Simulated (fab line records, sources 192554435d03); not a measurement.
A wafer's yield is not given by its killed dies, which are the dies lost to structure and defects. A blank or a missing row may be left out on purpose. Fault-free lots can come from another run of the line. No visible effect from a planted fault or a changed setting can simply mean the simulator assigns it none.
Struck lot and sound lot, side by side / flow n5_finfet / 16 out of 1938 route steps
Sound: the wafers L450.3, L450.4, L450.5. Struck: wafer L460.2. (L460.5 of the same lot was not struck and is left out.) The cause comes at the end.
Order at every step that has rows: each side's tool, ch and its chambers, its first start. Under that, the readings that differ: sound wafers / struck wafers / difference of the means / sigmas: that difference in standard deviations of wafers without a fault.
alike: same words and numbers on both sides, and readings whose means sit less than 2 such deviations apart. not compared: any withheld reading, any reading some wafer has no value for, any bound like >300 that may hide the same value, and any number with overlapping values for which the record gives no deviation.
Wherever a step has rows on one side only, a row that says differs or no value, or a row with sigmas, the two part there. When numbers do not overlap yet have no deviation, they are printed without sigmas and do not part them. A reading that every wafer of one side lacks parts them only if that side has two wafers or more.

N5_BEOL_M2_SPUTTER_92: material Cu, target thk 4.5 nm, time 8.29 s.
  sound: pvd_sputter-03 at day 8 09:50; struck: pvd_sputter-02 at day 11 01:57
reading=chamber_pressure_pa (Pa); sound=0.06996 0.07022 0.07022; struck=0.06982; difference=-0.00031; sigmas=-2
  alike: susceptor_temp_C, throttle_valve_pct
then, 2 steps without rows for these wafers: N5_BEOL_M2_ANNEAL_93 (time 240 s); N5_BEOL_M2_SPUTTER_94 (material Cu, target thk 4.5 nm, time 8.29 s).
N5_BEOL_M2_ANNEAL_95: time 240 s.
  sound: pvd_sputter-03 at day 8 10:08; struck: pvd_sputter-02 at day 11 02:15
  alike: heater_power_w, susceptor_temp_C, susceptor_temp_C_max
then, 2 steps without rows for these wafers: N5_BEOL_M2_SPUTTER_96 (material Cu, target thk 4.5 nm, time 8.29 s); N5_BEOL_M2_ECD_50 (material Cu, target thk 300 nm).
N5_BEOL_M2_ANNEAL_51: time 90 s.
  sound on rtp_anneal-01 ch 0, day 8 10:33; struck on rtp_anneal-02 ch 0, day 11 02:38
reading=wafer_temp_C_max; sound=225.6 225.6 225.5; struck=226.4; difference=+0.8; sigmas=+3
N5_BEOL_M2_CMP_52: polishes, stops on SiOC, t overpolish 6.8 s, target thk 40 nm.
  sound on cmp-02 ch 0,1,2, day 8 10:48; struck on cmp-02 ch 2, day 11 02:58
  alike: barrier_field_endpoint_s, motor_current_A, overpolish_run_s, time_to_endpoint_s
N5_BEOL_M2_THK_MEAS_53: measures by xrf.
  sound: film_metro-01 at day 8 11:03; struck: film_metro-01 at day 11 03:11
  alike: M2_THK
N5_BEOL_M2_PRE_CLEAN_60: time 15 s.
  sound on cvd_co-02 ch 1,2, day 8 11:05; struck on cvd_co-02 ch 0, day 11 03:13
  alike: heater_power_w, rf_fwd_power_W
  not compared: since_wet_clean_h, susceptor_temp_C
then, 2 steps without rows for these wafers: N5_BEOL_M2_CO_CAP_55 (material Co, precursor CCTBA/H2, target thk 2 nm, time 102.1 s); N5_BEOL_M2_PRE_CLEAN_56 (time 15 s).
N5_BEOL_M2_DEP_57: deposits SiCN from 3MS/NH3, target thk 8 nm, time 14 s.
  sound on pecvd-02 ch 0,2, day 8 11:15; struck on pecvd-02 ch 0, day 11 03:22
reading=model.SiCN_of_BEOL_M2_DEP_57.thk_nm (nm); sound=7.8 8 7.8; struck=7.4; difference=-0.5; sigmas=
  alike: showerhead_plenum_p_Torr, throttle_valve_pct
  not compared: rf_fwd_power_W, since_wet_clean_h
N5_BEOL_M2_RS_MEAS_58: uses a four-point probe to measure.
  sound: film_metro-02 at day 8 11:20; struck: film_metro-01 at day 11 03:26
  alike: M2_RS
N5_BEOL_M4_RC_MEAS_101:
  sound on prober-01 ch 0, day 9 12:52; struck on prober-02 ch 0, day 12 06:02
reading=DIBL_P (mV/V); sound=35.7 38.5 35.1; struck=42.2; difference=+5.8; sigmas=+2
reading=IOFF_N (nA/um); sound=0.14 0.18 0.13; struck=0.26; difference=+0.11; sigmas=+3
reading=IOFF_P (nA/um); sound=0.19 0.23 0.17; struck=0.34; difference=+0.14; sigmas=+3
reading=ION_N (uA/um); sound=654 671 659; struck=694; difference=+33; sigmas=+3
reading=ION_P (uA/um); sound=454 456 448; struck=479; difference=+26; sigmas=+3
reading=VT_N (mV); sound=253 249 255; struck=244; difference=-8; sigmas=-2
reading=VT_P (mV); sound=-254 -249 -255; struck=-242; difference=+11; sigmas=+3
  alike: DIBL_N, SS_N, SS_P
-- a jump in the record: the struck wafers' starts before and after are 5 days apart (it breaks off in module BEOL_M4 and resumes in module PASSIVATION, where the first step shown is number 1936 of the route) --
N5_PASSIVATION_PROBE_49:
  sound: prober-01 at day 13 20:04; struck: prober-02 at day 17 07:08
reading=killed_at_contacts; sound=13 3 11; struck=23; difference=+14; sigmas=+2
reading=sort_bin_4_leakage (%); sound=0 0 0; struck=0.08; difference=+0.08; sigmas=+3
  alike: defect_limited_yield, killed_at_M0_to_M3, killed_at_M4_up, killed_at_front_end, killed_at_other, killed_dies, killed_open, killed_short, sort_bin_5_function, sort_bin_6_memory, sort_n_pass, sort_yield_pct

== WHERE THEY PART ==
At N5_BEOL_M2_SPUTTER_92 first; at N5_PASSIVATION_PROBE_49 last (within this record only).

WHY: the cause the simulator had injected
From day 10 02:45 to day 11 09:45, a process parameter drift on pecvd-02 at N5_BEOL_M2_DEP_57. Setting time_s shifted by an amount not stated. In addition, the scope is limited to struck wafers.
